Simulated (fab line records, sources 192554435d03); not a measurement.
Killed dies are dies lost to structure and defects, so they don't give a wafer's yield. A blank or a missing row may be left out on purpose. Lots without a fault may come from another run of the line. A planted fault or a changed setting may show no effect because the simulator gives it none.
A struck lot beside a sound one | flow n5_finfet | 35 steps out of a route of 1938
Sound: wafers L225.1, L225.3, L225.6. Struck: wafers L246.4, L246.6. (L246.5 of the same lot was not struck and is left out.) The cause comes at the end.
At each step with rows: each side's tool, then ch and its chambers, then its first start. Under that, the readings that differ: sound wafers | struck wafers | difference of the means | sigmas: that difference in standard deviations of wafers without a fault.
alike: readings whose means differ by less than 2 such deviations, and words and numbers that are the same on both sides. not compared: withheld readings, readings that some wafer has no value for, bounds like >300 that may hide the same value, and numbers for which the record gives no deviation and whose values overlap.
The two part at a step that has a row with sigmas, a row that says differs or no value, or rows on one side only. Numbers that don't overlap but have no deviation are shown without sigmas and don't part them. A reading that every wafer of one side lacks parts them only if that side has two wafers or more.

first, 11 steps without rows for these wafers: N5_BEOL_M12_ETCH_67 (etches SiARC in CF4, target depth 143 nm, time 238.3 s); N5_BEOL_M12_ETCH_68 (etches SOC in N2/H2, time 285 s); N5_BEOL_M12_STRIP_69 (strips in N2/H2); N5_BEOL_M12_TRENCH_ETCH_34 (etches SiOC in C4F8/O2/Ar, target depth 318.95 nm, time 125.5 s); N5_BEOL_M12_STRIP_70 (strips in C4F8/O2/Ar); N5_BEOL_M12_STRIP_37 (strips in N2/H2); N5_BEOL_M12_ETCH_38 (etches SiCN in CF4/N2, target depth 68.7 nm, time 73.4 s); N5_BEOL_M12_PRECLEAN_39 (cleans in residue remover, time 60 s); N5_BEOL_M12_SRD_40 (time 30 s, dry time 30 s); N5_BEOL_M12_DEGAS_41 (time 60 s); N5_BEOL_M12_PRE_CLEAN_42 (time 30 s).
N5_BEOL_M12_SPUTTER_43: material TaN, target thk 15 nm, time 24.19 s.
  sound on pvd_sputter-03, day 11 01:43; struck on pvd_sputter-03, day 16 16:31
  alike: throttle_valve_pct
then, 22 steps without rows for these wafers: N5_BEOL_M12_SPUTTER_44 (material Ta, target thk 10 nm, time 16.13 s); N5_BEOL_M12_SPUTTER_45 (material Cu, target thk 80 nm, time 13.33 s); N5_BEOL_M12_ECD_47 (material Cu, target thk 720 nm); N5_BEOL_M12_ANNEAL_48 (time 90 s); N5_BEOL_M12_CMP_49 (polishes, stops on SiOC, t overpolish 20.6 s, target thk 320 nm); N5_BEOL_M12_PRE_CLEAN_52 (time 15 s); N5_BEOL_M12_DEP_53 (deposits SiCN from 3MS/NH3, target thk 30 nm, time 10.5 s); N5_BEOL_M13_ILD_DEP_00 (deposits SiOC from DEMS/O2, target thk 837.92 nm, time 166.4 s); N5_BEOL_M13_COAT_58 (time 60 s, resist thk 89 nm); N5_BEOL_M13_COAT_04 (resist thk 400 nm); N5_BEOL_M13_EBR_06; N5_BEOL_M13_SOFTBAKE_05 (time 60 s); N5_BEOL_M13_EXPOSE_07 (exposes mask V12); N5_BEOL_M13_PEB_08 (peb time 90 s); N5_BEOL_M13_DEVELOP_09 (develop time 45 s); N5_BEOL_M13_HARDBAKE_14 (time 120 s); N5_BEOL_M13_DESCUM_15 (chemistry O2, time 7.9 s); N5_BEOL_M13_ETCH_59 (etches BARC in N2/H2, target depth 89 nm, overetch 26.7 nm, time 67.9 s); N5_BEOL_M13_VIA_ETCH_16 (etches SiOC in C4F8/O2/Ar, target depth 921.7 nm); N5_BEOL_M13_STRIP_63 (strips in N2/H2); N5_BEOL_M13_STRIP_64 (strips in N2/H2); N5_BEOL_M13_STRIP_71 (strips in post etch residue remover, time 60 s).
N5_PASSIVATION_PROBE_49:
  sound on prober-02, day 12 11:56; struck on prober-02, day 18 05:02
  reading                  | sound          | struck    | difference | sigmas
  defect_limited_yield (%) | 90.0 90.8 91.2 | 88.1 86.3 | -3.5       | -2
  killed_at_M4_up          | 13 9 8         | 56 79     | +58        | +11
  killed_at_contacts       | 23 17 14       | 6 4       | -13        | -2
  killed_dies              | 118 109 104    | 141 162   | +41        | +2
  killed_on_rim            | 15 6 16        | 32 31     | +19        | +5
  sort_bin_5_function (%)  | 5.1 5.2 5.0    | 6.8 8.7   | +2.7       | +3
  sort_n_pass              | 1062 1071 1076 | 1039 1018 | -41        | -2
  sort_yield_pct (%)       | 90.0 90.8 91.2 | 88.1 86.3 | -3.5       | -2
  alike: killed_at_M0_to_M3, killed_at_front_end, killed_at_other, killed_open, killed_short, sort_bin_6_memory

WHERE THEY PART
Only at N5_PASSIVATION_PROBE_49, within this record.

WHY: what the simulator had put in
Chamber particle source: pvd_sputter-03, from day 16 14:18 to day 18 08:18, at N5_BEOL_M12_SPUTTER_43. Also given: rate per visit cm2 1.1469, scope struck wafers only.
